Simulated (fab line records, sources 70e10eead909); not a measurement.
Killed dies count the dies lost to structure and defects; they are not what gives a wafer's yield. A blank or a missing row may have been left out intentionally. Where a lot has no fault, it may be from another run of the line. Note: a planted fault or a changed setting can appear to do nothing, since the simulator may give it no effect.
fab line records | flow nand_harc
[record] lots = 24 wafers = 72 last_day = 34
route steps=1302 shown P_STI@90 P_GATE@142 P_CONTACT@233
lots untouched by any fault: they come from a run of this same line in which no faults occurred
start_h: hours from the record's opening day to when the first of the lot's shown wafers began | wait_h: hours elapsed since this lot's preceding step | " the same as in the row above | L1.1+2: one row covering several wafers at once | - no value, or no start given | * or withheld: withheld | < > ~ a bound
route shown NAME@n: a module of which the file shows steps, and the number in the route of the first | usual: mean/standard deviation of fault-free wafers | same: alike in all rows | chamber/n: place in a boat | sites: readings site by site | _std_site: standard deviation across them | _edge_site: inner sites' mean taken away from outer sites' mean | radius_mm: for every site, how far away it sits from the centre of the wafer | mask NAME#n: copy n | behind: tool/chamber where the wafer was last shaped | hold: reason for holding the lot/hours on hold/outcome of the hold | device: names the non-switching transistor (n, p or np) | end of line: tests run on the same wafers once the route is complete | for a step that has no rows: nothing shown but its recipe | killed: not the wafer's yield, but the dies lost to structure and defects at the first sort | map: a wafer's dies, x killed, . not, _ none there
set.NAME: the setting the step ran with; set.NAME@STEP: the setting that earlier step ran with | model.NAME: the simulator's own value behind a step, which no gauge read
steps of the route over a sample of lots; a table a step, a row a wafer
services: when a tool's chamber went out of use (start_h, in hours from the record's first day, below 0 if earlier), for how many hours, and the reason
[[steps]]
[step NHARC_P_STI_ETCH_15]
[recipe] target_depth_a = 3000 taper_deg = 4 time_s = 100.1 hbr_flow_sccm = 150 cl2_flow_sccm = 50 rf_w = 400 icp_w = 400 bias_w = 100 chemistry = HBr/Cl2
[usual] chamber_pressure_mTorr = 15.000/0.013 drypump_motor_current_A = 6.0/0.45 oes_product_au = 1.005/0.014 throttle_valve_pct = 26.406/0.0079
// columns lot.wafer tool chamber start_h wait_h chamber_pressure_mTorr drypump_motor_current_A oes_product_au rf_hours_counter_h throttle_valve_pct
L074.1 rie_si-02 3 47.40 - 14.996 6.4 0.992 0.7 26.410
L074.4 " 0 " " 15.002 6.0 0.999 0.9 26.404
L074.6 " 0 " " 15.011 6.0 1.005 - 26.397
L075.3 rie_si-02 0 57.14 - 15.011 6.1 1.015 1.0 26.421
L075.6 " 1 " " 14.999 6.4 1.028 - 26.402
L075.5 " 2 " " 14.995 5.9 1.024 - 26.405
L076.3 rie_si-06 3 64.68 - 14.980 6.3 1.007 0.7 26.403
L076.5 " 3 " " 15.007 6.4 0.995 - 26.397
L076.6 " 0 " " 15.002 5.3 0.995 - 26.411
L077.3 rie_si-06 0 83.96 - 14.998 5.3 0.990 0.0 26.396
L077.2 " 2 " " 15.019 6.3 1.012 0.0 26.401
L077.5 " 0 " " 14.979 5.3 0.988 - 26.410
L078.4 rie_si-02 2 84.18 - 14.996 5.9 0.997 0.9 26.401
L078.5 " 0 " " 15.000 6.1 0.999 - 26.414
L078.6 " 1 " " 14.993 6.4 1.013 - 26.397
L079.1 rie_si-06 0 96.18 - 14.992 5.3 0.995 0.1 26.399
L079.2 " 1 " " 15.003 5.4 1.013 0.1 26.401
L079.4 " 2 " " 15.026 6.4 1.008 0.1 26.403
L080.1 rie_si-03 3 104.16 - 14.986 5.6 1.006 0.3 26.408
L080.3 " 0 " " 14.982 6.5 1.012 0.3 26.418
L080.5 " 3 " " 15.009 5.5 1.001 - 26.411
L081.3 rie_si-03 2 112.87 - 15.007 5.3 0.991 0.4 26.392
L081.2 " 3 " " 14.993 5.6 1.017 0.4 26.407
L081.1 " 1 " " 14.992 6.3 0.998 0.4 26.401
L082.3 rie_si-06 1 125.68 - 14.996 5.4 1.003 0.3 26.409
L082.1 " 2 " " 15.006 6.3 1.004 0.3 26.399
L082.5 " 1 " " 15.025 5.4 1.004 - 26.416
L083.2 rie_si-06 0 137.51 - 15.005 5.3 1.000 0.5 26.406
L083.5 " 1 " " 15.005 5.4 1.008 - 26.407
L083.6 " 2 " " 15.025 6.3 1.005 - 26.406
L084.3 rie_si-02 1 148.01 - 14.994 6.4 1.011 0.3 26.403
L084.4 " 2 " " 15.011 5.9 0.993 0.2 26.391
L084.5 " 1 " " 15.021 6.4 1.006 - 26.411
L085.4 rie_si-02 1 155.39 - 15.007 6.4 1.009 0.3 26.398
L085.3 " 2 " " 15.004 5.9 0.989 0.2 26.403
L085.5 " 1 " " 15.007 6.4 1.008 - 26.401
L086.2 rie_si-06 1 163.12 - 14.995 5.4 1.018 0.6 26.403
L086.6 " 2 " " 15.002 6.3 1.010 - 26.412
L086.5 " 3 " " 15.012 6.4 1.028 - 26.417
L087.1 rie_si-02 0 173.09 - 15.023 6.0 1.006 0.5 26.401
L087.2 " 2 " " 14.983 5.9 0.990 0.4 26.405
L087.4 " 3 " " 14.997 6.5 0.988 - 26.407
L088.4 rie_si-03 1 186.02 - 14.981 6.3 0.994 0.7 26.405
L088.3 " 0 " " 15.013 6.5 1.010 0.7 26.422
L088.6 " 2 " " 14.994 5.3 1.003 - 26.388
L089.2 rie_si-06 2 194.36 - 15.005 6.3 1.009 0.7 26.405
L089.3 " 3 " " 15.013 6.4 1.032 0.8 26.403
L089.6 " 2 " " 14.992 6.3 1.024 - 26.413
L090.2 rie_si-03 2 202.81 - 14.992 5.3 0.992 1.0 26.409
L090.1 " 3 " " 14.993 5.6 1.000 0.9 26.409
L090.3 " 1 " " 14.980 6.3 1.008 0.8 26.413
L091.2 rie_si-06 1 213.08 - 15.022 5.4 1.020 1.0 26.414
L091.1 " 3 " " 15.015 6.4 1.018 0.9 26.419
L091.3 " 0 " " 14.995 5.3 0.982 1.0 26.409
L092.2 rie_si-06 3 225.37 - 15.015 6.4 1.018 1.0 26.410
L092.1 " 0 " " 14.979 5.3 0.983 1.1 26.394
L092.5 " 2 " " 14.995 6.3 1.020 - 26.417
L093.1 rie_si-02 0 233.66 - 15.004 6.0 1.043 0.9 26.398
L093.2 " 1 " " 15.003 6.4 1.013 0.8 26.408
L093.5 " 3 " " 15.003 6.5 0.987 - 26.411
L094.3 rie_si-03 3 244.83 - 15.007 5.6 0.984 0.1 26.402
L094.1 " 2 " " 15.009 5.3 1.000 0.0 26.404
L094.5 " 0 " " 14.980 6.5 0.999 - 26.399
L095.2 rie_si-03 2 253.91 - 14.982 5.3 0.999 0.1 26.413
L095.1 " 3 " " 15.014 5.6 0.994 0.2 26.391
L095.3 " 1 " " 14.994 6.3 0.979 0.2 26.399
L096.3 rie_si-02 2 266.59 - 15.010 5.9 0.993 1.1 26.399
L096.1 " 3 " " 15.016 6.4 1.009 1.1 26.406
L096.4 " 2 " " 14.993 5.9 0.984 - 26.419
L097.2 rie_si-02 2 276.95 - 15.004 5.9 0.988 1.2 26.402
L097.6 " 2 " " 15.003 5.9 0.977 - 26.412
L097.5 " 1 " " 14.979 6.4 1.000 - 26.391
[step NHARC_P_GATE_OVL_MEAS_27]
[usual] overlay_x_nm = -0.4/0.92 overlay_y_nm = 0.0/0.95
// columns lot.wafer tool chamber start_h wait_h overlay_x_nm overlay_y_nm
L074.1 overlay-02 - 105.32 - -2.4 0.8
L074.4 " - " " -2.5 0.8
L074.6 " - " " -2.9 1.1
L075.3 overlay-02 - 105.82 - -0.3 -1.9
L075.5 " - " " -0.1 -1.3
L075.6 " - " " -0.1 -1.3
L076.3 overlay-02 - 117.17 - -1.1 0.3
L076.5 " - " " -1.1 -0.2
L076.6 " - " " -1.3 0.1
L078.4 overlay-02 - 133.60 - 0.1 -1.1
L078.5 " - " " -0.6 -1.0
L078.6 " - " " -1.1 -0.9
L077.2 overlay-02 - 134.01 - -1.5 -0.7
L077.3 " - " " -0.7 -0.8
L077.5 " - " " -0.8 -0.9
L079.1 overlay-01 - 149.01 - 0.1 0.6
L079.2 " - " " -0.3 0.9
L079.4 " - " " -0.5 1.0
L080.1 overlay-02 - 160.40 - -0.6 -0.1
L080.3 " - " " -0.3 0.3
L080.5 " - " " -0.5 -0.2
L081.1 overlay-01 - 168.72 - -0.2 0.7
L081.2 " - " " -0.1 1.0
L081.3 " - " " 0.1 1.0
L082.1 overlay-01 - 179.75 - -0.6 0.5
L082.3 " - " " -0.8 0.0
L082.5 " - " " -0.7 0.5
L083.2 overlay-02 - 197.99 - 0.1 1.2
L083.5 " - " " 0.0 0.6
L083.6 " - " " -0.7 0.7
L084.3 overlay-02 - 203.95 - 0.8 0.1
L084.4 " - " " 0.8 -0.6
L084.5 " - " " 0.9 -0.3
L085.3 overlay-02 - 209.18 - 1.2 -2.8
L085.4 " - " " 1.2 -2.0
L085.5 " - " " 1.6 -2.7
L086.2 overlay-01 - 213.96 - -1.0 -1.5
L086.5 " - " " -1.1 -0.7
L086.6 " - " " -1.3 -1.1
L087.1 overlay-02 - 223.67 - -0.7 0.7
L087.2 " - " " -0.1 0.7
L087.4 " - " " 0.1 0.5
L089.2 overlay-01 - 241.30 - -1.2 0.3
L089.3 " - " " -1.0 -0.1
L089.6 " - " " -0.8 0.5
L088.3 overlay-02 - 241.93 - -0.6 0.7
L088.4 " - " " 0.0 0.1
L088.6 " - " " -0.4 0.5
L090.1 overlay-01 - 262.08 - -0.4 0.3
L090.2 " - " " -0.5 1.0
L090.3 " - " " -0.2 1.0
L091.1 overlay-01 - 268.76 - -1.5 0.2
L091.2 " - " " -0.7 0.7
L091.3 " - " " -1.1 -0.4
L092.1 overlay-02 - 275.89 - 1.2 1.3
L092.2 " - " " 1.6 1.2
L092.5 " - " " 1.5 1.1
L093.1 overlay-02 - 286.58 - -2.0 -0.2
L093.2 " - " " -0.4 -0.7
L093.5 " - " " -1.0 -0.2
L094.1 overlay-01 - 304.76 - -0.6 1.5
L094.3 " - " " -0.5 1.2
L094.5 " - " " -0.6 1.2
L095.1 overlay-02 - 305.55 - -1.3 -1.0
L095.2 " - " " -1.2 -0.7
L095.3 " - " " -1.5 -0.4
L096.1 overlay-01 - 315.93 - 0.3 0.5
L096.3 " - " " 0.0 0.5
L096.4 " - " " -0.7 0.3
L097.2 overlay-02 - 333.94 - 1.3 0.5
L097.5 " - " " 1.1 0.8
L097.6 " - " " 1.3 0.5
[step NHARC_P_GATE_STRIP_95]
[recipe] power_w = 1500 temp_c = 250 chemistry = O2
[usual] drypump_motor_current_A = 6.03/0.13 heater_power_w = 328/32
// columns lot.wafer tool chamber start_h wait_h drypump_motor_current_A heater_power_w rf_hours_counter_h
L074.1 plasma_asher-02 1 121.91 0.6 6.13 357 3
L074.4 " 0 " " 5.81 275 -
L074.6 " 0 " " 5.81 277 -
L075.3 plasma_asher-01 1 124.43 0.4 6.12 339 -
L075.5 " 1 " " 6.11 340 -
L075.6 " 0 " " 6.07 353 -
L076.3 plasma_asher-02 0 133.97 0.3 5.78 282 -
L076.6 " 1 " " 6.11 353 -
L076.5 " 0 " " 5.79 279 -
L078.4 plasma_asher-01 0 150.34 0.3 6.08 350 -
L078.5 " 1 " " 6.12 337 -
L078.6 " 0 " " 6.08 364 -
L077.2 plasma_asher-02 0 150.60 0.5 5.82 279 9
L077.3 " 1 " " 6.10 357 -
L077.5 " 1 " " 6.12 344 -
L079.2 plasma_asher-02 1 165.47 0.6 6.08 353 12
L079.1 " 0 " " 5.80 273 12
L079.4 " 0 " " 5.78 283 -
L080.1 plasma_asher-01 1 176.81 0.6 6.10 350 1
L080.3 " 0 " " 6.10 343 -
L080.5 " 0 " " 6.07 332 -
L081.2 plasma_asher-01 1 185.59 0.6 6.13 356 2
L081.1 " 0 " " 6.10 344 2
L081.3 " 0 " " 6.09 328 -
L082.1 plasma_asher-01 1 196.40 0.6 6.12 351 5
L082.3 " 1 " " 6.13 348 -
L082.5 " 1 " " 6.11 350 -
L083.2 plasma_asher-02 0 214.28 0.5 5.84 275 22
L083.5 " 1 " " 6.11 350 -
L083.6 " 0 " " 5.82 274 -
L084.4 plasma_asher-01 1 220.73 0.4 6.10 345 -
L084.3 " 0 " " 6.06 336 -
L084.5 " 0 " " 6.06 336 -
L085.4 plasma_asher-01 1 225.61 0.4 6.12 346 -
L085.3 " 0 " " 6.07 333 -
L085.5 " 0 " " 6.09 335 -
L086.2 plasma_asher-01 0 230.46 0.6 6.07 346 12
L086.6 " 0 " " 6.07 343 -
L086.5 " 1 " " 6.11 359 -
L087.1 plasma_asher-02 0 240.12 0.6 5.80 273 29
L087.2 " 1 " " 6.11 352 29
L087.4 " 0 " " 5.80 277 -
L089.2 plasma_asher-02 0 258.18 0.6 5.82 272 32
L089.3 " 1 " " 6.12 354 -
L089.6 " 0 " " 5.81 278 -
L088.4 plasma_asher-01 1 258.38 0.4 6.12 347 -
L088.3 " 0 " " 6.06 329 -
L088.6 " 0 " " 6.07 332 -
L090.2 plasma_asher-01 0 278.38 0.6 6.09 335 22
L090.1 " 1 " " 6.11 349 22
L090.3 " 1 " " 6.13 343 -
L091.1 plasma_asher-02 1 285.45 0.6 6.09 339 3
L091.2 " 0 " " 5.78 275 3
L091.3 " 1 " " 6.11 342 -
L092.2 plasma_asher-01 1 292.38 0.6 6.11 345 25
L092.1 " 0 " " 6.08 336 25
L092.5 " 0 " " 6.09 349 -
L093.2 plasma_asher-02 1 303.15 0.6 6.10 346 6
L093.1 " 0 " " 5.82 263 6
L093.5 " 0 " " 5.79 273 -
L094.1 plasma_asher-01 0 321.15 0.6 6.08 344 31
L094.3 " 0 " " 6.08 330 -
L094.5 " 1 " " 6.13 350 -
L095.2 plasma_asher-02 1 322.27 0.6 6.09 341 9
L095.1 " 0 " " 5.82 272 9
L095.3 " 0 " " 5.82 272 -
L096.1 plasma_asher-02 0 332.58 0.6 5.78 271 11
L096.3 " 0 " " 5.82 272 -
L096.4 " 1 " " 6.15 349 -
L097.2 plasma_asher-02 1 351.21 0.5 6.13 350 17
L097.6 " 0 " " 5.79 272 -
L097.5 " 1 " " 6.14 343 -
[step NHARC_P_GATE_RTA_64]
[recipe] temp_c = 1050 time_s = 1
[usual] lamp_power_pct = 34.91/0.074 wafer_temp_C_max = 1055.1/1.8
// columns lot.wafer tool chamber start_h wait_h lamp_power_pct wafer_temp_C_max
L074.1 rtp_anneal-02 0 122.47 - 34.94 1055.5
L074.4 " 0 " " 35.03 1057.7
L074.6 " 0 " " 34.96 1057.7
L075.3 rtp_anneal-01 0 125.03 - 34.88 1053.3
L075.5 " 0 " " 34.81 1053.7
L075.6 " 0 " " 34.81 1054.8
L076.3 rtp_anneal-01 0 134.57 - 34.80 1053.2
L076.5 " 0 " " 34.81 1054.3
L076.6 " 0 " " 34.80 1053.3
L078.4 rtp_anneal-01 0 150.96 - 34.85 1053.7
L078.5 " 0 " " 34.83 1052.7
L078.6 " 0 " " 34.83 1054.4
L077.2 rtp_anneal-02 0 151.18 - 34.99 1055.2
L077.3 " 0 " " 35.02 1056.3
L077.5 " 0 " " 34.99 1056.0
L079.1 rtp_anneal-02 0 166.04 - 34.99 1055.3
L079.2 " 0 " " 34.97 1055.9
L079.4 " 0 " " 34.96 1056.8
L080.1 rtp_anneal-02 0 177.39 - 35.02 1057.7
L080.3 " 0 " " 34.96 1056.2
L080.5 " 0 " " 34.95 1057.3
L081.1 rtp_anneal-02 0 186.16 - 35.01 1056.5
L081.2 " 0 " " 34.98 1056.3
L081.3 " 0 " " 34.97 1055.6
L082.1 rtp_anneal-02 0 196.97 - 34.94 1058.1
L082.3 " 0 " " 34.96 1058.8
L082.5 " 0 " " 35.00 1057.5
L083.2 rtp_anneal-02 0 214.86 - 34.96 1056.7
L083.5 " 0 " " 34.99 1055.0
L083.6 " 0 " " 34.94 1057.5
L084.3 rtp_anneal-01 0 221.33 - 34.88 1052.8
L084.4 " 0 " " 34.84 1053.5
L084.5 " 0 " " 34.91 1053.5
L085.3 rtp_anneal-01 0 226.20 - 34.86 1052.8
L085.4 " 0 " " 34.86 1053.6
L085.5 " 0 " " 34.80 1053.1
L086.2 rtp_anneal-02 0 231.05 - 34.99 1057.1
L086.5 " 0 " " 34.96 1056.5
L086.6 " 0 " " 35.02 1055.9
L087.1 rtp_anneal-01 0 240.84 - 34.88 1053.4
L087.2 " 0 " " 34.85 1053.2
L087.4 " 0 " " 34.88 1055.0
L089.2 rtp_anneal-02 0 258.82 - 34.98 1056.7
L089.3 " 0 " " 34.97 1057.5
L089.6 " 0 " " 34.94 1062.2
L088.3 rtp_anneal-01 0 259.02 - 34.88 1053.7
L088.4 " 0 " " 34.85 1054.7
L088.6 " 0 " " 34.86 1054.7
L090.1 rtp_anneal-02 0 278.94 - 34.97 1056.9
L090.2 " 0 " " 34.97 1058.6
L090.3 " 0 " " 35.00 1056.7
L091.1 rtp_anneal-01 0 286.01 - 34.80 1053.0
L091.2 " 0 " " 34.85 1052.6
L091.3 " 0 " " 34.87 1052.1
L092.1 rtp_anneal-01 0 292.94 - 34.87 1053.5
L092.2 " 0 " " 34.83 1054.1
L092.5 " 0 " " 34.88 1053.3
L093.1 rtp_anneal-01 0 303.72 - 34.87 1052.8
L093.2 " 0 " " 34.80 1053.9
L093.5 " 0 " " 34.84 1052.7
L094.1 rtp_anneal-02 0 321.71 - 34.93 1056.9
L094.3 " 0 " " 34.94 1057.4
L094.5 " 0 " " 35.01 1057.4
L095.1 rtp_anneal-02 0 322.83 - 34.94 1055.3
L095.2 " 0 " " 34.92 1053.1
L095.3 " 0 " " 34.97 1054.4
L096.1 rtp_anneal-01 0 333.15 - 34.92 1053.9
L096.3 " 0 " " 34.87 1054.5
L096.4 " 0 " " 34.84 1054.2
L097.2 rtp_anneal-01 0 351.86 - 34.84 1053.3
L097.5 " 0 " " 34.92 1053.5
L097.6 " 0 " " 34.95 1054.4
[step NHARC_P_GATE_RTA_82]
[recipe] temp_c = 450 time_s = 30
[usual] lamp_power_pct = 4.088/0.007 wafer_temp_C_max = 452.3/0.88
// columns lot.wafer tool chamber start_h wait_h lamp_power_pct wafer_temp_C_max
L074.1 rtp_anneal-02 0 123.53 - 4.090 451.5
L074.4 " 0 " " 4.089 453.2
L074.6 " 0 " " 4.095 452.8
L075.3 rtp_anneal-02 0 126.10 - 4.098 454.5
L075.5 " 0 " " 4.089 452.9
L075.6 " 0 " " 4.097 452.5
L076.3 rtp_anneal-02 0 135.65 - 4.097 453.0
L076.5 " 0 " " 4.086 452.6
L076.6 " 0 " " 4.092 453.0
L078.4 rtp_anneal-01 0 152.02 - 4.076 451.5
L078.5 " 0 " " 4.080 451.0
L078.6 " 0 " " 4.079 452.2
L077.2 rtp_anneal-01 0 152.24 - 4.085 452.0
L077.3 " 0 " " 4.077 451.6
L077.5 " 0 " " 4.082 451.5
L079.1 rtp_anneal-02 0 167.14 - 4.094 452.7
L079.2 " 0 " " 4.099 453.2
L079.4 " 0 " " 4.092 453.0
L080.1 rtp_anneal-02 0 178.52 - 4.095 453.2
L080.3 " 0 " " 4.093 452.4
L080.5 " 0 " " 4.090 453.0
L081.1 rtp_anneal-01 0 187.24 - 4.079 452.2
L081.2 " 0 " " 4.084 451.5
L081.3 " 0 " " 4.082 451.8
L082.1 rtp_anneal-01 0 198.05 - 4.077 451.3
L082.3 " 0 " " 4.084 451.4
L082.5 " 0 " " 4.073 452.2
L083.2 rtp_anneal-01 0 215.92 - 4.081 451.2
L083.5 " 0 " " 4.082 451.2
L083.6 " 0 " " 4.078 451.6
L084.3 rtp_anneal-02 0 222.39 - 4.097 452.9
L084.4 " 0 " " 4.097 452.4
L084.5 " 0 " " 4.095 452.1
L085.3 rtp_anneal-01 0 227.26 - 4.083 451.6
L085.4 " 0 " " 4.078 451.6
L085.5 " 0 " " 4.090 452.5
L086.2 rtp_anneal-02 0 232.11 - 4.091 453.1
L086.5 " 0 " " 4.097 452.8
L086.6 " 0 " " 4.091 453.4
L087.1 rtp_anneal-02 0 241.91 - 4.089 452.2
L087.2 " 0 " " 4.095 453.7
L087.4 " 0 " " 4.091 453.1
L089.2 rtp_anneal-01 0 259.93 - 4.083 451.1
L089.3 " 0 " " 4.084 451.6
L089.6 " 0 " " 4.083 451.1
L088.3 rtp_anneal-02 0 260.22 - 4.096 452.1
L088.4 " 0 " " 4.096 452.3
L088.6 " 0 " " 4.093 452.3
L090.1 rtp_anneal-02 0 280.00 - 4.098 453.4
L090.2 " 0 " " 4.096 452.7
L090.3 " 0 " " 4.095 453.0
L091.1 rtp_anneal-01 0 287.08 - 4.082 451.6
L091.2 " 0 " " 4.081 451.2
L091.3 " 0 " " 4.084 451.1
L092.1 rtp_anneal-02 0 294.00 - 4.097 452.7
L092.2 " 0 " " 4.099 453.4
L092.5 " 0 " " 4.094 452.6
L093.1 rtp_anneal-01 0 304.77 - 4.085 451.5
L093.2 " 0 " " 4.078 452.2
L093.5 " 0 " " 4.082 452.2
L094.1 rtp_anneal-01 0 322.77 - 4.082 451.8
L094.3 " 0 " " 4.085 451.2
L094.5 " 0 " " 4.082 451.2
L095.1 rtp_anneal-01 0 323.89 - 4.082 451.1
L095.2 " 0 " " 4.091 451.4
L095.3 " 0 " " 4.076 451.6
L096.1 rtp_anneal-02 0 334.22 - 4.095 452.8
L096.3 " 0 " " 4.098 453.5
L096.4 " 0 " " 4.094 452.9
L097.2 rtp_anneal-02 0 352.93 - 4.090 452.7
L097.5 " 0 " " 4.089 453.8
L097.6 " 0 " " 4.098 453.7
[step NHARC_P_CONTACT_OVL_MEAS_13]
[usual] overlay_x_nm = -0.1/0.82 overlay_y_nm = -0.2/1.1
// columns lot.wafer tool chamber start_h wait_h overlay_x_nm overlay_y_nm
L074.1 overlay-01 - 125.43 - 0.7 -0.5
L074.4 " - " " 0.4 -1.0
L074.6 " - " " 0.8 -0.9
L075.3 overlay-01 - 127.93 - -0.3 -2.2
L075.5 " - " " 0.0 -2.0
L075.6 " - " " -0.4 -1.9
L076.3 overlay-01 - 137.49 - 1.3 1.6
L076.5 " - " " 1.1 0.9
L076.6 " - " " 0.6 1.3
L078.4 overlay-02 - 153.82 - 0.2 -1.0
L078.5 " - " " -0.4 -0.4
L078.6 " - " " -0.1 -1.0
L077.2 overlay-02 - 154.22 - -1.2 -0.5
L077.3 " - " " -0.9 -0.4
L077.5 " - " " -1.4 -0.3
L079.1 overlay-01 - 169.29 - -0.2 0.8
L079.2 " - " " 0.2 1.0
L079.4 " - " " -0.2 0.6
L080.1 overlay-01 - 180.66 - -0.8 1.3
L080.3 " - " " -0.9 0.9
L080.5 " - " " -1.0 1.4
L081.1 overlay-01 - 189.14 - -1.6 -0.6
L081.2 " - " " -0.9 -1.7
L081.3 " - " " -1.0 -0.3
L082.1 overlay-01 - 199.82 - 1.1 0.3
L082.3 " - " " 1.4 -0.2
L082.5 " - " " 0.9 -0.6
L083.2 overlay-02 - 217.79 - 0.1 -2.2
L083.5 " - " " -0.4 -1.8
L083.6 " - " " -0.1 -1.7
L084.3 overlay-02 - 224.23 - 0.7 -0.2
L084.4 " - " " 0.1 -0.1
L084.5 " - " " 0.5 -0.1
L085.3 overlay-01 - 228.99 - -0.6 0.4
L085.4 " - " " -0.5 0.2
L085.5 " - " " 0.1 0.8
L086.2 overlay-02 - 233.99 - -0.8 -2.0
L086.5 " - " " -0.5 -2.1
L086.6 " - " " -0.7 -1.6
L087.1 overlay-01 - 243.68 - 0.0 0.5
L087.2 " - " " -0.5 0.6
L087.4 " - " " 0.1 0.7
L089.2 overlay-01 - 261.67 - -0.8 -2.2
L089.3 " - " " -0.9 -2.4
L089.6 " - " " -0.4 -2.1
L088.3 overlay-02 - 262.06 - 0.8 0.6
L088.4 " - " " 1.0 0.1
L088.6 " - " " 1.1 0.5
L090.1 overlay-01 - 281.90 - 1.5 0.7
L090.2 " - " " 1.9 0.3
L090.3 " - " " 2.0 0.9
L091.1 overlay-01 - 288.97 - -1.0 0.5
L091.2 " - " " -1.1 0.0
L091.3 " - " " -1.0 0.6
L092.1 overlay-02 - 295.77 - -0.5 -0.8
L092.2 " - " " 0.4 -0.7
L092.5 " - " " -0.6 -0.5
L093.1 overlay-01 - 306.67 - 0.1 1.3
L093.2 " - " " -0.4 1.0
L093.5 " - " " -0.5 1.0
L094.1 overlay-02 - 324.53 - -0.9 -0.9
L094.3 " - " " -0.6 -0.7
L094.5 " - " " -1.1 -0.8
L095.1 overlay-02 - 325.66 - -0.4 1.1
L095.2 " - " " -0.5 1.2
L095.3 " - " " -1.2 0.7
L096.1 overlay-01 - 336.13 - 0.9 -0.4
L096.3 " - " " 1.2 0.4
L096.4 " - " " 0.5 0.3
L097.2 overlay-01 - 354.79 - 0.4 0.0
L097.5 " - " " -0.3 -0.1
L097.6 " - " " 0.6 0.2
[[services]]
// columns tool chamber start_h hours kind
rie_si-06 0 25.59 3.9 repair
rie_si-06 0 40.66 9.2 repair
rie_si-03 - 44.00 9.0 pm
rie_si-06 - 72.00 9.0 pm
plasma_asher-02 - 93.84 9.0 pm
plasma_asher-02 0 93.84 9.0 vent_cycle
rie_si-02 - 100.00 9.0 pm
plasma_asher-01 - 165.00 9.0 pm
rie_si-02 1 169.50 6.8 repair
rie_si-02 1 203.76 2.3 repair
rie_si-03 - 221.00 9.0 pm
rie_si-06 - 249.00 9.0 pm
rie_si-02 0 252.10 18.4 repair
plasma_asher-02 - 270.84 9.0 pm
rie_si-02 3 271.65 7.8 repair
rie_si-02 - 277.07 9.0 pm
plasma_asher-01 - 279.12 4.4 repair
rie_si-06 3 281.64 33.7 repair
plasma_asher-02 - 289.20 6.4 repair
rie_si-02 1 292.31 22.1 repair
rie_si-06 - 294.00 0.8 repair
rie_si-06 2 298.47 7.2 repair
plasma_asher-02 - 317.74 1.0 repair
plasma_asher-01 - 342.00 9.0 pm
[[key]]
fault none
